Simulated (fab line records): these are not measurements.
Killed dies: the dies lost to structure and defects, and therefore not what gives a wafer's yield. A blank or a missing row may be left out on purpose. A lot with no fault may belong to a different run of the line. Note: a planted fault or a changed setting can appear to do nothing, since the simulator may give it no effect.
Problem report, 8D (eight disciplines) form, completed by code ; flow nand harc ; the parts of the form that need people (team, actions taken, sign-off) are left out

## 1. WHAT WENT WRONG
killed at array at NHARC_END_SORT_01 reads a mean of 88 on 3 wafers of 2 lots; wafers without a fault read 28 with a standard deviation of 10. Measured from the usual mean, that is +6.0 standard deviations.
Seen first at day 23 19:02 on prober-01, wafer L721.3. At this step, 6 wafers from 2 lots have a number in the record. The rule behind "out" and "out of limits": a value lying over 4 standard deviations away from the usual mean. Any other wafer with a number is counted as sound.

## 2. WHAT IT IS, WHAT IT ISN'T
question;is;is not
which readings at this step;killed at array, killed dies;killed at other, killed at periphery, killed short
which lots;L721, L722;-
which wafers of those lots;L721.3, L722.2, L722.3;L721.2, L721.6, L722.1
read on which gauges;prober-01;-
when;from day 23 19:02;"up to then (1 sound wafer); but 2 sound wafers of L721, L722 came after"

## 3. WHAT RULES OUT EACH SUSPECT
Counting: a tool at a process step up to the reading stays a suspect if it ran every lot that is out. Sound lots after the first of them don't rule it out here, since some wafers of a struck lot are sound.
- the gauge at NHARC_END_SORT_01: kept. All the wafers that are out were read on prober-01, and no step on other tools shows them out.
- cvd w-02 at NHARC_A_WL_FILL_CVD_03 (deposits W, target thk 40 nm, time 3302 s): kept. It ran every lot that is out, first L721 (day 19 16:13).
- At NHARC_A_WL_FILL_CVD_03 on cvd w-02, chamber 1 took the sound wafers of the same lots and chamber 0 took the wafers that are out.
Remaining after the count are cvd w-02 at NHARC_A_WL_FILL_CVD_03 and prober-01 at NHARC_END_SORT_01.

## 4. THE CAUSE (what the simulator had put in)
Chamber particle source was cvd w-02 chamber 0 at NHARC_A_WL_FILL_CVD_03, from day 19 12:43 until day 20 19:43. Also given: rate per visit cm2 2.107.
2 suspects survive the count, and this tool is in that group.

## 5. THE CHAIN OF EFFECTS, in route order
One row per reading whose mean, taken over the struck wafers that have a number, lies over 3 standard deviations from the usual. Only readings for which the record gives a usual standard deviation are gone through. hours: the time from each lot's start at the first step in this table that gives one to its start at this step, as a median over the lots. sigmas: the change in usual standard deviations.
hours;step;reading;usual;on struck wafers;change;sigmas
0;NHARC_END_SORT_01;killed at array;28;88;+60;+6.0
0;NHARC_END_SORT_01;killed dies;32;90;+58;+5.3

## 6. WHAT WOULD HAVE CAUGHT IT SOONER
102 hours passed between the start of the fault at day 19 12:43 and the first reading out of limits at a measuring or inspecting step in this record, taken at day 23 19:02.
No tool reading at NHARC_A_WL_FILL_CVD_03 that has a usual standard deviation in the record was out on any struck wafer, so an alarm limit of 4 standard deviations on those readings would not have fired.
Lots out: 2; all had begun NHARC_A_WL_FILL_CVD_03 on cvd w-02 by day 23 19:02. Tool hold at that time: it would have spared none of them.
